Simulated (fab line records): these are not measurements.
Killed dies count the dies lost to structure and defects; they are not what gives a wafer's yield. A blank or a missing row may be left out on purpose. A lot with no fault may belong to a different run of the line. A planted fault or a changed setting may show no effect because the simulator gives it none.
Split-lot experiment	flow n5_finfet	route with 1938 steps; 7 lots, 21 wafers read

== THE SPLIT ==
At N5_ZERO_LAYER_EXPOSE_08 (exposes mask ZERO, defocus 0 nm, target cd 2000 nm), the setting dose_mj was moved away from the recipe's 16.2 on 8 of the 21 wafers read, by -4.1% to +5.2%. This setting was run at the recipe's value on the other wafers.

== FROM THE SPLIT TO THE READING: what the file shows between them, 3 steps ==
- N5_ZERO_LAYER_PEB_09 (also split here: peb_time_s)
- N5_ZERO_LAYER_DEVELOP_10: develop time 60 s
- N5_ZERO_LAYER_HARDBAKE_23: time 120 s

== THE READING ==
At N5_ZERO_LAYER_CD_MEAS_11: cd_nm in nanometres, against a target cd of 2000 nm. Typical for fault-free wafers on this fab line: 2000.1 nm, with standard deviation 1.7 nm.

wafer	tool, chamber at the split	dose_mj as run	against the recipe	cd_nm, nm	against lot-mates on the recipe
L075.2	krf_scanner-01, 0	16.2	recipe	2000.7	-
L075.3	krf_scanner-01, 0	17.05	+5.2%	2012.2	+10.8
L075.5	krf_scanner-01, 0	16.2	recipe	2002.1	-
L077.1	krf_scanner-01, 0	16.2	recipe	2003.5	-
L077.2	krf_scanner-01, 0	16.2	recipe	1998.5	-
L077.3	krf_scanner-01, 0	15.79	-2.5%	1997.7	-3.3
L081.3	krf_scanner-01, 0	16.2	recipe	1993.1	-
L081.5	krf_scanner-01, 0	15.54	-4.1%	1990.1	-6.6
L081.6	krf_scanner-01, 0	16.2	recipe	2000.2	-
L085.1	krf_scanner-02, 0	16.2	recipe	1999.1	-
L085.3	krf_scanner-02, 0	16.2	recipe	2002.6	-
L085.4	krf_scanner-02, 0	16.2	recipe	1997.7	-
L090.2	krf_scanner-02, 0	16.2	recipe	1999.4	-
L090.4	krf_scanner-02, 0	16.2	recipe	2000.2	-
L090.6	krf_scanner-02, 0	16.2	recipe	1998.5	-
L092.1	krf_scanner-02, 0	16.2	recipe	1997.3	-
L092.4	krf_scanner-02, 0	17.03	+5.1%	2008.7	+11.4
L092.6	krf_scanner-02, 0	17.03	+5.1%	2007.9	+10.6
L097.1	krf_scanner-02, 0	16.66	+2.8%	2004.2	no lot-mate on the recipe
L097.2	krf_scanner-02, 0	16.66	+2.8%	2001.1	no lot-mate on the recipe
L097.3	krf_scanner-02, 0	16.66	+2.8%	2004.7	no lot-mate on the recipe

THE FIT
A straight line over all 21 wafers: cd_nm changes by +1.84 nm for each +1% of dose_mj; r = +0.87; the points scatter about the line by 2.5 nm.
The same after taking each lot's own level away (the mean of its wafers on the recipe; 18 wafers): +1.96 nm for each +1%; r = +0.93; scatter 1.9 nm.
According to that fit, moving dose_mj by its largest amount changes the reading by 10 nm.
Measured against the standard deviation above, the lots' own levels, which go from 1996.65 to 2001.40 nm, span 2.8 times it.
The two slopes agree, so the slope changes little with the lot-to-lot level.
Check: +10.5 nm against its lot-mates is what the line predicts for one of the wafers moved furthest among these (+5.2%) when that wafer is left out of the fit. Against them it came out at +10.8 nm.

== ADDITIONAL SPLITS CARRIED BY THESE WAFERS ==
Note: prior to the reading, these wafers also went through further splits. Each is held against what the fit with the lots' levels taken away leaves over:
other split on the same wafers	wafers away from the commonest value	r with cd_nm (lot level and that fit taken away)
N5_ZERO_LAYER_PEB_09 peb_time_s	as run: not given for these wafers	-

== FILE'S OWN FIT ==
cd_nm changes by +1.93 nm for each +1% of dose_mj, r = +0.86.
